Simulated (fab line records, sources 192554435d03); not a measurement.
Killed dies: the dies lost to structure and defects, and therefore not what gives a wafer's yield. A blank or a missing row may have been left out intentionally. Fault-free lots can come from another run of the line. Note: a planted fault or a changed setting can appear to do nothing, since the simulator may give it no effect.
Which of the tools did it? + flow n5_finfet + 9 lots, 25 wafers sampled, at 5 steps of a route of 1938

WHAT EACH GAUGE READ, for each wafer
N5_MOL_CONTACT_COAG_CD_MEAS_137 targets a cd of 16 nm.
| lot  | measured     | on        | cd_nm (nm)     |
|------|--------------|-----------|----------------|
| L258 | day 6 01:36  | cd_sem-03 | 15.8 15.2 15.7 |
| L255 | day 6 04:10  | cd_sem-02 | 15.9 15.4 16.2 |
| L261 | day 6 14:47  | cd_sem-02 | 15.4 15.7 15.3 |
| L264 | day 7 17:06  | cd_sem-02 | - - -          |
| L265 | day 7 20:17  | cd_sem-03 | - - -          |
| L266 | day 8 02:17  | cd_sem-02 | - - -          |
| L274 | day 9 20:01  | cd_sem-01 | 16.1 15.3      |
| L275 | day 10 02:34 | cd_sem-03 | 15.3 15.9      |
| L277 | day 10 16:19 | cd_sem-03 | 15.0 15.2 15.3 |

WHAT TOOL EACH LOT RAN ON (gives the tool, then ch and the chambers of the sampled wafers, and finally the start)
| lot  | N5_MOL_CONTACT_COAG_SPUTTER_143 | N5_MOL_CONTACT_COAG_ANNEAL_113   | N5_MOL_CONTACT_COAG_ETCH_91        | N5_MOL_CONTACT_COAG_VIA_ETCH_46    |
|------|---------------------------------|----------------------------------|------------------------------------|------------------------------------|
| L258 | pvd_sputter-02, day 5 16:26     | rtp_anneal-02 ch 0, day 5 17:29  | rie_diel-05 ch 2,3, day 6 01:08    | rie_diel-05 ch 2,3, day 6 01:16    |
| L255 | pvd_sputter-02, day 5 19:25     | rtp_anneal-02 ch 0, day 5 20:26  | rie_diel-05 ch 0,2,3, day 6 03:43  | rie_diel-05 ch 0,2,3, day 6 03:50  |
| L261 | pvd_sputter-01, day 6 07:04     | rtp_anneal-02 ch 0, day 6 07:58  | rie_diel-05 ch 0,2,3, day 6 14:19  | rie_diel-05 ch 0,2,3, day 6 14:26  |
| L264 | pvd_sputter-03, day 7 06:43     | rtp_anneal-01 ch 0, day 7 07:27  | rie_diel-05 ch 0,1,2, day 7 16:38  | rie_diel-05 ch 0,1,2, day 7 16:46  |
| L265 | pvd_sputter-01, day 7 11:45     | rtp_anneal-02 ch 0, day 7 12:29  | rie_diel-05 ch 0,1,3, day 7 19:49  | rie_diel-05 ch 0,1,3, day 7 19:56  |
| L266 | pvd_sputter-03, day 7 18:05     | rtp_anneal-02 ch 0, day 7 18:58  | rie_diel-05 ch 0,1,2, day 8 01:50  | rie_diel-05 ch 0,1,2, day 8 01:58  |
| L274 | pvd_sputter-02, day 9 12:26     | rtp_anneal-01 ch 0, day 9 13:19  | rie_diel-05 ch 1,3, day 9 19:33    | rie_diel-05 ch 1,3, day 9 19:40    |
| L275 | pvd_sputter-02, day 9 18:24     | rtp_anneal-01 ch 0, day 9 19:17  | rie_diel-03 ch 1,2, day 10 02:04   | rie_diel-03 ch 1,2, day 10 02:11   |
| L277 | pvd_sputter-03, day 10 07:31    | rtp_anneal-01 ch 0, day 10 08:15 | rie_diel-03 ch 0,1,2, day 10 15:52 | rie_diel-03 ch 0,1,2, day 10 15:59 |
- N5_MOL_CONTACT_COAG_SPUTTER_143: material Co, target thk 2.5 nm.
- N5_MOL_CONTACT_COAG_ANNEAL_113: time 300 s.
- N5_MOL_CONTACT_COAG_ETCH_91: etches SOC in N2/H2, target depth 60 nm, overetch 21 nm, time 101.2 s.
- N5_MOL_CONTACT_COAG_VIA_ETCH_46: etches SiO2 in C4F6/O2, target depth 46 nm, overetch 9.2 nm, time 40 s.

THE ANSWER, worked out from the rows above alone
Rule: the lots themselves supply what counts as usual. The widest of any qualifying gaps counts: lots, ordered by their means at a reading, are off when they make up no more than a third of the lots, leave a main group of 4 or more, and stand apart from it by 3 or more times the standard deviation of that group's means. A main group whose means are all the same, to the digits that the tables above print for the reading, isn't used. A lot without any number at a reading at which 4 lots or more have one is off too. All remaining lots with rows at the step are treated as sound.
Off: L264, L265, L266 (N5_MOL_CONTACT_COAG_CD_MEAS_137, cd_nm). Without a number there: L264, L265, L266. The main group: mean 15.6 nm, standard deviation 0.21.
A tool fits if, at a process step before that reading, it ran every lot that is off, and no sound lot after the first of them. The gauges at N5_MOL_CONTACT_COAG_CD_MEAS_137 are tried like those tools. Not one of the candidates tried fits.

WHAT HAD BEEN PUT IN BY THE SIMULATOR
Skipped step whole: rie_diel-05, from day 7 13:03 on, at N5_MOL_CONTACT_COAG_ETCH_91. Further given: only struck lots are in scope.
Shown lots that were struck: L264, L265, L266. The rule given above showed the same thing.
